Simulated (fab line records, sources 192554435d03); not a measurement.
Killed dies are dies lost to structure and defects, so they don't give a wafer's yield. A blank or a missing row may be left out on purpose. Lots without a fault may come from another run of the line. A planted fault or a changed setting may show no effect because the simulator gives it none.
fab line records | flow n5_finfet
record lots=8 wafers=24 last_day=18
route steps=1938 shown BEOL_M4@1111 BEOL_M10@1487 PASSIVATION@1936
lots that met no fault: from a run of the same line without faults
start_h: hours from the record's first day to the start of the lot's first wafer shown | wait_h: hours since the lot's step before | " the same as in the row above | L1.1+2: a row that stands for several wafers | - no value, or no start given | * or withheld: withheld | < > ~ a bound
route shown NAME@n: a module of which the file shows steps, and the number in the route of the first | usual: mean/standard deviation of fault-free wafers | same: alike in all rows | chamber/n: place in a boat | sites: the reading at each site | _std_site: their standard deviation | _edge_site: outer sites' mean less inner sites' | radius_mm: how far each site lies from the wafer's centre | mask NAME#n: copy n | behind: the tool/chamber that last shaped the wafer | hold: why the lot was held/for how many hours/how that ended | device: the transistor (n, p or np) that didn't switch | end of line: the same wafers' tests at the end of the route | a step without rows: its recipe alone | killed: dies lost to structure and defects at the first sort, not the wafer's yield | map: a wafer's dies, x killed, . not, _ none there
set.NAME: the setting as run; set.NAME@STEP: as run at that earlier step | model.NAME: the simulator's own value behind a step, which no gauge read
steps of the route over a sample of lots; a table a step, a row a wafer
services: from which hour (start_h, from the record's first day; less than 0 if before it) a tool's chamber was out of use, for how many hours, and why
## steps
# step N5_BEOL_M4_RC_MEAS_101
# usual DIBL_N=36.3/1.6 DIBL_P=36.5/1.6 IOFF_N=0.163/0.026 IOFF_P=0.22/0.033 ION_N=676/9.9 ION_P=464/6.5 SS_N=71.5/0.5 SS_P=73.3/0.64 VT_N=249.3/2.9 VT_P=-250/3.2
# columns lot.wafer tool chamber start_h wait_h DIBL_N[mV/V] DIBL_P[mV/V] IOFF_N[nA/um] IOFF_P[nA/um] ION_N[uA/um] ION_P[uA/um] SS_N[mV/dec] SS_P[mV/dec] VT_N[mV] VT_P[mV]
L285.1 prober-02 0 178.34 0.0 32.9 32.6 0.114 0.14 671 458 70.9 72.6 255.4 -259
L285.2 " 0 " " 35.1 35.7 0.150 0.19 669 462 71.1 74.1 249.7 -252
L285.3 " 0 " " 33.6 34.0 0.129 0.16 661 452 71.8 72.5 252.2 -254
L290.2 prober-02 0 208.37 0.2 36.9 37.9 0.179 0.22 673 463 71.6 74.8 245.1 -251
L290.3 " 0 " " 37.0 38.1 0.182 0.22 688 466 71.7 73.9 246.4 -250
L290.4 " 0 " " 35.6 36.5 0.160 0.20 697 464 70.8 74.3 248.8 -253
L291.1 prober-01 0 215.01 0.0 35.5 36.1 0.146 0.20 666 453 71.3 73.2 252.9 -253
L291.3 " 0 " " 38.1 38.4 0.192 0.24 687 462 71.6 73.6 246.5 -249
L291.5 " 0 " " 35.7 36.6 0.154 0.21 680 468 70.6 73.5 246.8 -251
L300.1 prober-02 0 266.32 0.0 33.4 33.8 0.116 0.16 656 456 70.8 72.8 254.8 -256
L300.2 " 0 " " 36.1 36.6 0.158 0.20 679 457 71.7 73.6 248.3 -253
L300.4 " 0 " " 36.3 36.6 0.153 0.19 669 459 71.2 73.0 251.0 -253
L303.1 prober-01 0 282.61 0.0 37.5 35.8 0.166 0.21 678 463 71.2 73.0 249.6 -249
L303.2 " 0 " " 35.4 34.7 0.140 0.20 668 462 71.3 72.8 248.2 -251
L303.3 " 0 " " 36.4 35.1 0.143 0.20 668 460 71.1 72.6 247.9 -252
L302.1 prober-01 0 287.24 0.0 41.2 40.7 0.249 0.29 683 464 72.4 75.1 244.6 -246
L302.4 " 0 " " 38.5 38.3 0.185 0.24 671 459 72.3 73.9 248.4 -248
L302.6 " 0 " " 39.1 39.0 0.202 0.26 689 474 71.2 73.4 243.9 -248
L305.1 prober-01 0 304.18 0.0 38.4 42.3 0.213 0.29 685 470 72.8 74.2 246.6 -245
L305.4 " 0 " " 35.0 37.9 0.145 0.21 680 470 70.8 72.1 248.1 -250
L305.6 " 0 " " 35.9 38.6 0.164 0.23 682 471 71.5 72.9 250.8 -249
L306.2 prober-01 0 309.38 0.2 35.9 35.8 0.146 0.20 667 459 71.0 73.1 253.6 -251
L306.3 " 0 " " 35.8 36.3 0.143 0.20 671 467 71.2 73.1 250.4 -253
L306.6 " 0 " " 35.9 36.1 0.152 0.20 675 462 71.4 72.5 251.3 -254
# step N5_BEOL_M10_ETCH_61
# recipe chemistry=CF4 target=SiARC target_depth_a=390 mask_material=CAR-ArF time_s=65 ion_energy_ev=80 pressure_mtorr=40 source_w=545 bias_w=36 Ar_flow_sccm=100 cf4_flow_sccm=100 ends=cleared
# usual bias_w=36.00/0.11 cf4_flow_sccm=100.01/0.27 chamber_pressure_mTorr=40.00/0.04 drypump_motor_current_A=5.8/0.31 etch_rf_on_time_s=64.8/1.1 oes_product_au=0.67/0.057 rf_vpp_V=183.9/1.3 showerhead_plenum_p_Torr=2.12/0.079 throttle_valve_pct=15.6/0.3
# columns lot.wafer tool chamber start_h wait_h bias_w cf4_flow_sccm chamber_pressure_mTorr drypump_motor_current_A etch_rf_on_time_s oes_product_au rf_hours_counter_h rf_vpp_V showerhead_plenum_p_Torr throttle_valve_pct
L285.1 rie_diel-04 3 231.90 0.0 36.03 99.89 40.03 5.6 66.6 0.69 59 184.1 2.26 15.7
L285.2 " 2 " " 36.17 100.08 39.98 5.6 65.7 0.62 198 184.7 2.21 16.1
L285.3 " 1 " " 35.76 99.92 39.96 6.2 65.9 0.70 54 186.5 2.27 15.6
L291.1 rie_diel-04 1 261.51 0.0 36.11 100.42 40.02 6.2 65.4 0.70 60 184.1 2.26 15.5
L291.3 " 0 " " 36.10 99.82 39.97 5.5 63.7 0.70 98 182.7 2.08 15.3
L291.5 " 1 " " 36.16 100.02 40.00 6.1 65.4 0.70 - 185.2 2.26 15.6
L290.2 rie_diel-04 1 266.33 0.0 35.87 100.02 39.95 6.2 65.9 0.70 62 185.3 2.26 15.6
L290.3 " 3 " " 35.92 100.04 39.96 5.6 66.5 0.69 66 185.2 2.26 15.7
L290.4 " 2 " " 35.99 99.93 39.91 5.6 66.5 0.62 207 184.4 2.21 16.1
L300.1 rie_diel-01 2 317.31 0.0 36.26 99.86 39.95 6.2 64.9 0.82 2 183.7 2.11 15.1
L300.2 " 3 " " 36.04 99.71 40.02 5.7 62.8 0.63 175 182.3 2.05 15.9
L300.4 " 1 " " 35.93 99.55 39.97 6.0 63.2 0.77 23 184.2 2.10 15.3
L303.1 rie_diel-04 2 339.92 0.0 35.93 99.65 39.98 5.6 66.0 0.61 232 184.7 2.20 16.1
L303.2 " 3 " " 35.84 99.96 40.02 5.6 65.9 0.66 91 187.5 2.25 15.8
L303.3 " 1 " " 35.98 99.72 39.97 6.2 64.7 0.68 87 185.1 2.26 15.6
L302.1 rie_diel-03 1 340.55 0.0 35.95 99.96 40.04 6.3 65.1 0.71 70 184.3 2.08 15.3
L302.4 " 1 " " 36.09 99.89 39.97 6.4 64.7 0.71 - 182.3 2.09 15.3
L302.6 " 3 " " 35.98 100.02 40.03 5.9 65.9 0.61 - 181.8 2.04 15.9
L305.1 rie_diel-03 3 351.79 0.0 35.84 99.99 40.05 5.9 64.5 0.61 230 182.5 2.04 16.0
L305.4 " 2 " " 36.03 99.22 40.03 5.5 65.0 0.62 - 184.8 2.20 16.1
L305.6 " 3 " " 35.83 100.13 40.00 5.9 64.4 0.61 - 182.2 2.04 16.0
L306.2 rie_diel-03 2 360.80 0.0 35.84 99.67 40.03 5.5 65.4 0.61 211 184.4 2.20 16.1
L306.3 " 1 " " 36.12 100.27 39.95 6.3 64.8 0.71 79 184.3 2.08 15.3
L306.6 " 3 " " 35.81 100.06 39.98 6.0 65.6 0.61 - 182.3 2.04 16.0
# step N5_BEOL_M10_STRIP_19
# recipe chemistry=O2 power_w=400 temp_c=40 pressure_mtorr=30 rf_frequency_hz=6e+07 bias_power_w=0 overash_fraction=0.2 o2_flow_sccm=225
# usual chamber_pressure_mTorr=30.00/0.032 drypump_motor_current_A=5.8/0.34 oes_product_au=0.78/0.073 rf_vpp_V=3.6/0.65 showerhead_plenum_p_Torr=2.08/0.074 throttle_valve_pct=16.69/0.27
# columns lot.wafer tool chamber start_h wait_h chamber_pressure_mTorr drypump_motor_current_A oes_product_au rf_hours_counter_h rf_vpp_V showerhead_plenum_p_Torr throttle_valve_pct
L285.1 rie_diel-04 2 232.28 0.1 29.99 5.6 0.73 198 4.8 2.15 17.08
L285.2 " 3 " " 29.95 5.7 0.81 59 2.9 2.22 16.74
L285.3 " 0 " " 29.96 5.5 0.82 93 3.2 2.04 16.38
L291.1 rie_diel-03 0 261.86 0.1 30.02 5.1 0.88 32 4.1 2.04 16.50
L291.3 " 3 " " 30.02 5.9 0.73 196 3.7 1.99 16.90
L291.5 " 0 " " 29.93 5.1 0.88 - 4.6 2.04 16.49
L290.2 rie_diel-03 0 266.86 0.3 30.00 5.1 0.88 34 3.5 2.04 16.48
L290.3 " 2 " " 30.02 5.5 0.73 175 3.5 2.19 17.11
L290.4 " 1 " " 30.02 6.4 0.87 43 3.5 2.04 16.28
L300.1 rie_diel-03 0 317.66 0.1 30.03 5.1 0.86 52 3.2 2.03 16.52
L300.2 " 2 " " 29.97 5.5 0.72 193 2.6 2.18 17.14
L300.4 " 3 " " 29.99 5.9 0.72 216 3.8 1.99 16.93
L303.1 rie_diel-01 1 340.49 0.3 30.00 6.0 0.88 30 3.6 2.06 16.42
L303.2 " 3 " " 29.99 5.7 0.72 183 3.5 2.00 16.95
L303.3 " 2 " " 29.96 6.2 0.95 10 4.5 2.07 16.30
L302.1 rie_diel-01 3 340.93 0.1 29.96 5.8 0.72 184 3.7 2.00 16.96
L302.4 " 2 " " 30.03 6.2 0.93 10 3.6 2.07 16.30
L302.6 " 0 " " 30.01 6.1 0.76 - 3.1 2.01 16.50
L305.1 rie_diel-04 2 352.14 0.1 29.95 5.6 0.70 238 4.1 2.14 17.12
L305.4 " 2 " " 30.04 5.6 0.70 - 4.8 2.14 17.14
L305.6 " 0 " " 30.02 5.5 0.79 - 3.2 2.02 16.45
L306.2 rie_diel-04 3 361.15 0.1 30.05 5.7 0.77 100 4.7 2.20 16.80
L306.3 " 0 " " 30.00 5.5 0.80 132 4.6 2.02 16.44
L306.6 " 2 " " 30.01 5.6 0.69 - 4.0 2.14 17.15
# step N5_BEOL_M10_TRENCH_ETCH_37
# recipe chemistry=C4F6/O2 target_depth_a=1488.3 target=SiCOH_lowk time_s=48 ion_energy_ev=250 pressure_mtorr=30 source_w=345 bias_w=185 Ar_flow_sccm=300 C4F6_flow_sccm=10 O2_flow_sccm=10
# usual C4F6_flow_sccm=10.00/0.033 O2_flow_sccm=10.000/0.029 chamber_pressure_mTorr=29.998/0.027 drypump_motor_current_A=5.9/0.32 oes_product_au=0.78/0.078 rf_vpp_V=665/6.4 showerhead_plenum_p_Torr=2.81/0.097 throttle_valve_pct=20.92/0.3
# columns lot.wafer tool chamber start_h wait_h C4F6_flow_sccm O2_flow_sccm chamber_pressure_mTorr drypump_motor_current_A oes_product_au rf_hours_counter_h rf_vpp_V showerhead_plenum_p_Torr throttle_valve_pct
L285.1 rie_diel-01 2 235.75 - 9.97 10.005 30.021 6.2 0.69 226 668 2.82 20.89
L285.2 " 0 " " 9.99 10.077 30.002 6.1 0.80 117 669 2.73 20.56
L285.3 " 1 " " 9.96 9.999 30.025 5.9 0.66 247 665 2.79 20.94
L291.1 rie_diel-01 2 264.88 - 10.02 10.059 30.013 6.2 0.68 241 667 2.81 20.90
L291.3 " 1 " " 9.96 10.042 30.032 6.0 0.97 2 666 2.79 20.59
L291.5 " 2 " " 9.99 9.961 29.981 6.2 0.68 - 667 2.81 20.90
L290.2 rie_diel-01 0 270.61 - 9.99 9.991 30.020 6.0 0.78 134 669 2.73 20.55
L290.3 " 2 " " 10.03 10.019 29.960 6.2 0.68 243 665 2.81 20.90
L290.4 " 1 " " 9.99 10.019 30.004 5.9 0.95 4 667 2.79 20.59
L300.1 rie_diel-04 2 321.68 - 9.97 10.019 30.025 5.6 0.71 224 666 2.93 21.42
L300.2 " 3 " " 10.00 10.028 30.050 5.7 0.78 84 677 3.00 21.14
L300.4 " 0 " " 10.05 9.994 30.018 5.5 0.80 117 654 2.75 20.64
L303.1 rie_diel-04 1 341.40 - - - - - - - - - -
L303.2 " 2 " " - - - - - - - - -
L303.3 " 3 " " - - - - - - - - -
L302.1 rie_diel-01 2 342.44 - - - - - - - - - -
L302.4 " 0 " " - - - - - - - - -
L302.6 " 0 " " - - - - - - - - -
L305.1 rie_diel-03 2 353.19 - - - - - - - - - -
L305.4 " 1 " " - - - - - - - - -
L305.6 " 2 " " - - - - - - - - -
L306.2 rie_diel-01 2 365.02 - 9.96 10.024 29.982 6.2 0.90 18 666 2.80 20.56
L306.3 " 0 " " 9.99 9.977 29.962 6.0 0.75 170 670 2.71 20.62
L306.6 " 0 " " 9.95 9.979 29.997 6.1 0.75 - 669 2.71 20.62
# step N5_BEOL_M10_OCD_MEAS_38
# usual trench_depth_nm=148.5/2.4
# columns lot.wafer tool chamber start_h wait_h trench_depth_nm
L285.1 ocd-02 - 235.94 - 145.1
L285.2 " - " " 148.3
L285.3 " - " " 146.9
L291.1 ocd-01 - 265.06 - 143.2
L291.3 " - " " 150.5
L291.5 " - " " 144.8
L290.2 ocd-02 - 270.79 - 147.4
L290.3 " - " " 144.6
L290.4 " - " " 149.7
L300.1 ocd-02 - 321.86 - 145.9
L300.2 " - " " 146.6
L300.4 " - " " 149.8
L303.1 ocd-02 - 341.58 - 0.2
L303.2 " - " " 0
L303.3 " - " " 0.0
L302.1 ocd-01 - 342.62 - 0.0
L302.4 " - " " 0.6
L302.6 " - " " 0
L305.1 ocd-01 - 353.37 - 0.1
L305.4 " - " " 0
L305.6 " - " " 0.2
L306.2 ocd-02 - 365.21 - 147.4
L306.3 " - " " 146.4
L306.6 " - " " 146.3
# step N5_BEOL_M10_DEGAS_44
# recipe ambient=vacuum temp_c=250 time_s=60
# usual heater_power_w=335/28
# columns lot.wafer tool chamber start_h wait_h heater_power_w
L285.1 pvd_sputter-03 - 236.50 0.3 343
L285.2 " - " " 324
L285.3 " - " " 354
L291.1 pvd_sputter-03 - 266.08 0.8 336
L291.3 " - " " 332
L291.5 " - " " 356
L290.2 pvd_sputter-03 - 271.58 0.5 331
L290.3 " - " " 357
L290.4 " - " " 326
L300.1 pvd_sputter-03 - 322.46 0.4 340
L300.2 " - " " 326
L300.4 " - " " 354
L303.1 pvd_sputter-01 - 342.80 0.8 377
L303.2 " - " " 242
L303.3 " - " " 382
L302.1 pvd_sputter-03 - 343.69 0.8 372
L302.4 " - " " 330
L302.6 " - " " 329
L305.1 pvd_sputter-02 - 354.26 0.5 292
L305.4 " - " " 302
L305.6 " - " " 293
L306.2 pvd_sputter-01 - 365.92 0.4 376
L306.3 " - " " 246
L306.6 " - " " 252
# step N5_PASSIVATION_PROBE_49
# usual defect_limited_yield=91.2/1.5 killed_at_M0_to_M3=32/9.6 killed_at_M4_up=13/5.3 killed_at_contacts=13/6.7 killed_at_front_end=42/11 killed_at_other=3.8/2.9 killed_dies=103/17 killed_on_rim=14/4.4 killed_open=67/13 killed_short=35/7.9 sort_bin_5_function=5.2/0.94 sort_bin_6_memory=3.3/0.64 sort_n_pass=1077/17 sort_yield_pct=91.2/1.5
# same gross_dies=1180 killed_at_back_side=0 sort_bin_4_leakage[%]=0 sort_bin_8_speed[%]=0
# columns lot.wafer tool chamber start_h wait_h defect_limited_yield[%] killed_at_M0_to_M3 killed_at_M4_up killed_at_contacts killed_at_front_end killed_at_other killed_dies killed_on_rim killed_open killed_short sort_bin_5_function[%] sort_bin_6_memory[%] sort_n_pass sort_yield_pct[%]
L290.2 prober-02 - 318.19 0.1 90.8 32 14 12 51 0 109 15 73 36 6.4 2.8 1071 90.8
L290.3 prober-02 - 318.24 0.1 89.1 44 21 25 38 1 129 23 88 41 6.4 4.2 1051 89.1
L290.4 prober-02 - 318.29 0.2 89.2 31 20 6 69 2 128 27 93 35 5.8 4.8 1052 89.2
L291.1 prober-02 - 320.12 0.0 90.4 30 19 20 40 4 113 14 65 45 5.8 3.4 1067 90.4
L291.3 prober-02 - 320.22 0.1 91.8 38 12 10 32 5 97 14 63 33 5.0 2.8 1083 91.8
L291.5 prober-02 - 320.32 0.2 89.2 38 21 22 42 5 128 18 87 37 7.0 3.6 1052 89.2
L302.1 prober-02 - 412.27 0.0 0 25 1094 28 27 6 1180 152 58 35 96.8 3.1 0 0
L302.4 prober-02 - 412.42 0.2 0 24 1107 15 33 1 1180 152 59 21 97.2 2.4 0 0
L302.6 prober-02 - 412.52 0.3 0 33 1099 6 41 1 1180 152 55 36 96.9 2.8 0 0
L303.1 prober-02 - 414.66 0.0 0 44 1061 19 53 3 1180 152 80 50 94.6 4.7 0 0
L303.2 prober-02 - 414.71 0.1 0 47 1065 20 42 6 1180 152 77 51 95.6 4.0 0 0
L303.3 prober-02 - 414.76 0.1 0 36 1056 19 59 10 1180 152 94 42 96.0 3.5 0 0
L305.1 prober-01 - 414.94 0.0 0 24 1088 15 46 7 1180 152 69 36 95.6 3.7 0 0
L305.4 prober-01 - 415.09 0.2 0 31 1099 15 35 0 1180 152 70 29 96.5 3.2 0 0
L305.6 prober-01 - 415.19 0.3 0 34 1087 20 37 2 1180 152 62 38 96.4 3.1 0 0
# killed by level:class
L290.2 FIN_SAQP:geometric_particle:open=11 STI_FIN_REVEAL:geometric_particle:open=11 FIN_SAQP:geometric_particle:short=10 MOL_CONTACT_COAG:geometric_particle:open=10 BEOL_M2:geometric_particle:open=8 BEOL_M0_SAQP:geometric_particle:short=7 BEOL_M3:geometric_particle:open=7 BEOL_M4:geometric_particle:open=7
L290.3 MOL_CONTACT_COAG:geometric_particle:open=19 BEOL_M4:geometric_particle:open=14 BEOL_M0_SAQP:geometric_particle:open=10 FIN_SAQP:geometric_particle:short=8 BEOL_M0_SAQP:geometric_particle:short=8 BEOL_M3:geometric_particle:open=8 BEOL_M2:geometric_particle:open=7 MOL_CONTACT_COAG:geometric_particle:short=6
L290.4 FIN_SAQP:geometric_particle:open=20 DUMMY_GATE:geometric_particle:open=14 FIN_SAQP:geometric_particle:short=12 BEOL_M4:geometric_particle:open=10 BEOL_M3:geometric_particle:open=9 BEOL_M2:geometric_particle:open=8 BEOL_M0_SAQP:geometric_particle:open=7 MOL_CONTACT_COAG:geometric_particle:open=6
L291.1 MOL_CONTACT_COAG:geometric_particle:open=14 FIN_SAQP:geometric_particle:short=12 BEOL_M0_SAQP:geometric_particle:short=10 BEOL_M3:geometric_particle:open=8 STI_FIN_REVEAL:geometric_particle:open=7 FIN_SAQP:geometric_particle:open=6 MOL_CONTACT_COAG:geometric_particle:short=6 BEOL_M0_SAQP:geometric_particle:open=6
L291.3 BEOL_M0_SAQP:geometric_particle:short=10 MOL_CONTACT_COAG:geometric_particle:open=9 BEOL_M3:geometric_particle:open=8 BEOL_M0_SAQP:geometric_particle:open=7 FIN_SAQP:geometric_particle:open=4 STI_FIN_REVEAL:geometric_particle:open=4 GATE_CUT:geometric_particle:short=4 BEOL_M1:geometric_particle:short=4
L291.5 MOL_CONTACT_COAG:geometric_particle:open=20 BEOL_M4:geometric_particle:open=11 BEOL_M1:geometric_particle:open=9 STI_FIN_REVEAL:geometric_particle:open=8 BEOL_M0_SAQP:geometric_particle:short=8 FIN_SAQP:geometric_particle:short=7 BEOL_M0_SAQP:geometric_particle:open=6 BEOL_M3:geometric_particle:open=5
L302.1 BEOL_M10:area_etch=1087 MOL_CONTACT_COAG:geometric_particle:open=21 BEOL_M0_SAQP:geometric_particle:short=13 BEOL_M0_SAQP:geometric_particle:open=9 MOL_CONTACT_COAG:geometric_particle:short=7 STI_FIN_REVEAL:geometric_particle:open=6 STARTING-WAFER:geometric_particle:open=5 DUMMY_GATE:geometric_particle:open=3
L302.4 BEOL_M10:area_etch=1098 MOL_CONTACT_COAG:geometric_particle:open=12 STI_FIN_REVEAL:geometric_particle:open=7 DUMMY_GATE:geometric_particle:open=7 BEOL_M1:geometric_particle:open=7 BEOL_M0_SAQP:geometric_particle:open=5 BEOL_M0_SAQP:geometric_particle:short=5 STARTING-WAFER:geometric_particle:open=4
L302.6 BEOL_M10:area_etch=1086 BEOL_M0_SAQP:geometric_particle:short=12 FIN_SAQP:geometric_particle:short=9 DUMMY_GATE:geometric_particle:open=8 BEOL_M0_SAQP:geometric_particle:open=8 BEOL_M4:geometric_particle:open=6 FIN_SAQP:geometric_particle:open=5 BEOL_M1:geometric_particle:open=5
L303.1 BEOL_M10:area_etch=1048 FIN_SAQP:geometric_particle:open=16 MOL_CONTACT_COAG:geometric_particle:open=16 FIN_SAQP:geometric_particle:short=15 BEOL_M0_SAQP:geometric_particle:open=11 BEOL_M0_SAQP:geometric_particle:short=10 BEOL_M1:geometric_particle:open=10 STI_FIN_REVEAL:geometric_particle:open=7
L303.2 BEOL_M10:area_etch=1052 BEOL_M0_SAQP:geometric_particle:short=21 MOL_CONTACT_COAG:geometric_particle:open=14 BEOL_M0_SAQP:geometric_particle:open=13 FIN_SAQP:geometric_particle:open=9 STI_FIN_REVEAL:geometric_particle:open=6 GATE_CUT:geometric_particle:short=6 MOL_CONTACT_COAG:geometric_particle:short=6
L303.3 BEOL_M10:area_etch=1043 STI_FIN_REVEAL:geometric_particle:open=23 MOL_CONTACT_COAG:geometric_particle:open=17 FIN_SAQP:geometric_particle:short=14 BEOL_M1:geometric_particle:open=12 BEOL_M0_SAQP:geometric_particle:open=7 BEOL_M0_SAQP:geometric_particle:short=5 BEOL_M2:geometric_particle:open=5
L305.1 BEOL_M10:area_etch=1069 MOL_CONTACT_COAG:geometric_particle:open=14 FIN_SAQP:geometric_particle:short=12 BEOL_M5:geometric_particle:open=7 FIN_SAQP:geometric_particle:open=6 GATE_CUT:geometric_particle:short=6 BEOL_M1:geometric_particle:open=6 ILD0:geometric_particle:open=4
L305.4 BEOL_M10:area_etch=1077 BEOL_M0_SAQP:geometric_particle:open=13 MOL_CONTACT_COAG:geometric_particle:open=12 STI_FIN_REVEAL:geometric_particle:open=9 BEOL_M1:geometric_particle:open=6 FIN_SAQP:geometric_particle:open=5 BEOL_M0_SAQP:geometric_particle:short=5 BEOL_M4:geometric_particle:open=5
L305.6 BEOL_M10:area_etch=1076 MOL_CONTACT_COAG:geometric_particle:open=15 BEOL_M0:geometric_particle:short=9 BEOL_M1:geometric_particle:open=8 FIN_SAQP:geometric_particle:short=6 FIN_SAQP:geometric_particle:open=5 STI_FIN_REVEAL:geometric_particle:open=5 GATE_CUT:geometric_particle:short=5
## services
# columns tool chamber start_h hours kind
rie_diel-04 1 209.09 6.8 repair
rie_diel-03 2 212.85 15.3 repair
rie_diel-04 - 240.08 14.6 pm
rie_diel-01 1 244.09 - clean
rie_diel-01 1 244.09 - consumable_replace:focus_ring
rie_diel-01 1 244.09 13.9 scheduled_down
rie_diel-01 1 244.09 13.9 vent_cycle
pvd_sputter-03 - 271.86 1.3 repair
rie_diel-01 2 290.57 - clean
rie_diel-01 2 290.57 - consumable_replace:focus_ring
rie_diel-01 2 290.57 21.6 scheduled_down
rie_diel-01 2 290.57 21.6 vent_cycle
rie_diel-04 1 344.77 30.9 repair
rie_diel-03 - 361.14 2.8 pm
## key
first_sign step=N5_BEOL_M10_TRENCH_ETCH_37 reading=tool_record direction=missing
effect step=N5_BEOL_M10_OCD_MEAS_38 reading=trench_depth_nm direction=down sigmas=62 usual=148.5 struck=0.1
effect step=N5_PASSIVATION_PROBE_49 reading=killed_at_M4_up direction=up sigmas=99+ usual=13 struck=1084
more_kills_born_at N5_BEOL_M10_TRENCH_ETCH_37@rie_diel-01=3271 N5_BEOL_M10_TRENCH_ETCH_37@rie_diel-03=3222 N5_BEOL_M10_TRENCH_ETCH_37@rie_diel-04=3143
met_at N5_BEOL_M10_TRENCH_ETCH_37
struck_lots L302,L303,L305
later_rows_left_out L302.1,L302.4,L302.6,L303.1,L303.2,L303.3,L305.1,L305.4,L305.6
not_acting_at N5_BEOL_M10_ETCH_61,N5_BEOL_M10_STRIP_19,N5_BEOL_M10_DEGAS_44
onset_between 321.68 341.40
fault kind=skipped_step_whole tool=rie_diel-01,rie_diel-03,rie_diel-04 chamber=- onset_h=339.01 steps=N5_BEOL_M10_TRENCH_ETCH_37 scope=struck_lots_only
# later_rows_left_out: the simulator's readings of these wafers behind a module that went badly wrong aren't trusted and aren't shown, but for the sort
